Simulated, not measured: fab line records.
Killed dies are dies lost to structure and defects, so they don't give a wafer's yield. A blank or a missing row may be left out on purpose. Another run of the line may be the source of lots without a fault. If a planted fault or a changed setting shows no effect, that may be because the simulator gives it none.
Which tool is to blame? + flow n5-finfet + 10 lots with 30 wafers sampled at 3 steps, on a route of 1938 steps

WHAT THE GAUGES READ, wafer by wafer
N5_PMOS_HMC_CHANNEL_EPI_INSPECT_30: inspects for defects (darkfield).
| lot  | measured    | on                | raw-defect-count |
|------|-------------|-------------------|------------------|
| L075 | day 2 02:39 | defect-inspect-02 | 22 17 16         |
| L077 | day 2 13:55 | defect-inspect-01 | 16 8 7           |
| L079 | day 3 03:49 | defect-inspect-01 | 22 30 16         |
| L081 | day 3 14:21 | defect-inspect-01 | 24 29 14         |
| L083 | day 4 02:15 | defect-inspect-01 | 12 18 14         |
| L086 | day 4 20:30 | defect-inspect-02 | 30 19 22         |
| L090 | day 5 21:09 | defect-inspect-01 | 30 28 35         |
| L092 | day 6 08:45 | defect-inspect-01 | 36 42 29         |
| L094 | day 6 21:07 | defect-inspect-01 | 7 16 23          |
| L096 | day 7 08:22 | defect-inspect-01 | 16 18 19         |

TOOL THAT RAN EACH LOT (tool first, then ch and the chambers of the sampled wafers, then the start)
| lot  | N5_ZERO_LAYER_DESCUM_16           | N5_PMOS_HMC_CHANNEL_EPI_DESCUM_14 |
|------|-----------------------------------|-----------------------------------|
| L075 | rie-diel-03 ch 0,3, day 1 19:03   | rie-diel-06 ch 1,3, day 1 23:50   |
| L077 | rie-diel-02 ch 0,2,3, day 2 06:42 | rie-diel-06 ch 0,2,3, day 2 11:11 |
| L079 | rie-diel-06 ch 0,2, day 2 18:49   | rie-diel-06 ch 0,1, day 3 00:58   |
| L081 | rie-diel-03 ch 0,2, day 3 06:41   | rie-diel-03 ch 0,1, day 3 11:31   |
| L083 | rie-diel-06 ch 0,2, day 3 18:46   | rie-diel-02 ch 0,1, day 3 23:29   |
| L086 | rie-diel-06 ch 0,1,3, day 4 12:56 | rie-diel-02 ch 0,1,2, day 4 17:46 |
| L090 | rie-diel-06 ch 0,1,2, day 5 12:49 | rie-diel-02 ch 0,2, day 5 18:19   |
| L092 | rie-diel-06 ch 0,1,2, day 6 01:02 | rie-diel-03 ch 1,2, day 6 05:35   |
| L094 | rie-diel-06 ch 0,3, day 6 12:49   | rie-diel-03 ch 1,3, day 6 18:07   |
| L096 | rie-diel-02 ch 1,2,3, day 7 00:52 | rie-diel-02 ch 2,3, day 7 05:25   |
- N5_ZERO_LAYER_DESCUM_16: chemistry O2, time 7.9 s.
- N5_PMOS_HMC_CHANNEL_EPI_DESCUM_14: chemistry O2, time 7.9 s.

THE ANSWER, worked out from the rows above alone
Rule: what is usual is taken from the lots themselves. The widest of any qualifying gaps counts: lots, ordered by their means at a reading, are off when they make up no more than a third of the lots, leave a main group of 4 or more, and stand apart from it by 3 or more times the standard deviation of that group's means. A main group whose means are all the same, to the digits that the tables above print for the reading, isn't used. A lot without any number at a reading at which 4 lots or more have one is off too. All remaining lots with rows at the step are treated as sound.
None of the lots is off at any reading shown; this tells nothing.

WHAT THE SIMULATOR HAD INSERTED
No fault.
